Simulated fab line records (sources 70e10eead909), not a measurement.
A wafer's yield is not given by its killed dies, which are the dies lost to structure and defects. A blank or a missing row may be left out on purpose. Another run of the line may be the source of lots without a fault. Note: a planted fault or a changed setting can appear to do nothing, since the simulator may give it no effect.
Which tool did it?    flow nandHarc    6 lots with 16 wafers sampled at 5 steps, on a route of 1302 steps

== WHAT THE GAUGES SHOWED, per wafer ==
NHARC_END_SORT_01.
lot   measured      on         killedAtArray
L615  day 27 10:35  prober-01  59

== EACH LOT AND THE TOOL THAT RAN IT (in order: tool; ch and the chambers of the sampled wafers; start) ==
lot   NHARC_A_STAIRCASE_ETCH_203                    NHARC_A_STAIRCASE_TRIM_233                    NHARC_A_STAIRCASE_STRIP_238          NHARC_A_STAIRCASE_ETCH_253
L615  rieDiel-11 ch 1,2, day 19 00:56 or earlier    rieDiel-11 ch 0, day 19 00:56 or earlier      plasmaAsher-01 ch 1, day 19 00:56    rieDiel-11 ch 0,2, day 19 02:25
L616  rieDiel-02 ch 1,3, day 19 19:58 or earlier    rieDiel-11 ch 2, day 19 19:58 or earlier      plasmaAsher-01 ch 0,1, day 19 19:58  rieDiel-11 ch 0,2, day 19 21:25
L621  rieDiel-02 ch 0,1,3, day 22 12:25 or earlier  rieDiel-11 ch 0,2,3, day 22 12:25 or earlier  plasmaAsher-02 ch 0,1, day 22 12:25  rieDiel-11 ch 1,2, day 22 13:49
L624  rieDiel-10 ch 0,2,3, day 22 17:20 or earlier  rieDiel-02 ch 0,2, day 22 17:20 or earlier    plasmaAsher-02 ch 0,1, day 22 17:20  rieDiel-10 ch 0,1,2, day 22 19:25
L626  rieDiel-02 ch 2,3, day 23 14:16 or earlier    rieDiel-10 ch 0,2,3, day 23 14:16 or earlier  plasmaAsher-01 ch 0,1, day 23 14:16  rieDiel-02 ch 0,1,3, day 23 15:53
L631  rieDiel-10 ch 0,1,3, day 25 09:43 or earlier  rieDiel-10 ch 0,2, day 25 09:43 or earlier    plasmaAsher-01 ch 0,1, day 25 09:43  rieDiel-11 ch 0,1,2, day 25 11:14
- NHARC_A_STAIRCASE_ETCH_203: etches the open film in C4F8/O2, target depth 100 nm, time 40.5 s.
- NHARC_A_STAIRCASE_TRIM_233: chemistry O2, time 211.2 s.
- NHARC_A_STAIRCASE_STRIP_238: strips in O2.
- NHARC_A_STAIRCASE_ETCH_253: etches the open film in C4F8/O2, target depth 50 nm, time 20.2 s.

== THE ANSWER, worked out from the rows above alone ==
Rule: the usual values come from the lots themselves. Put in order of their means at a reading, lots are off if they are a third of the lots or fewer, leave a main group of 4 or more, and stand apart from it by a gap of 3 or more times the standard deviation of the main group's means; of several such gaps the widest counts. A main group is skipped when, at the precision printed for the reading in the tables above, its means are all equal. Also off: a lot with no number at a reading for which 4 or more lots have one. All remaining lots with rows at the step are treated as sound.
No lot is off at any reading shown: from this, nothing can be told.

== WHAT THE SIMULATOR HAD PUT IN ==
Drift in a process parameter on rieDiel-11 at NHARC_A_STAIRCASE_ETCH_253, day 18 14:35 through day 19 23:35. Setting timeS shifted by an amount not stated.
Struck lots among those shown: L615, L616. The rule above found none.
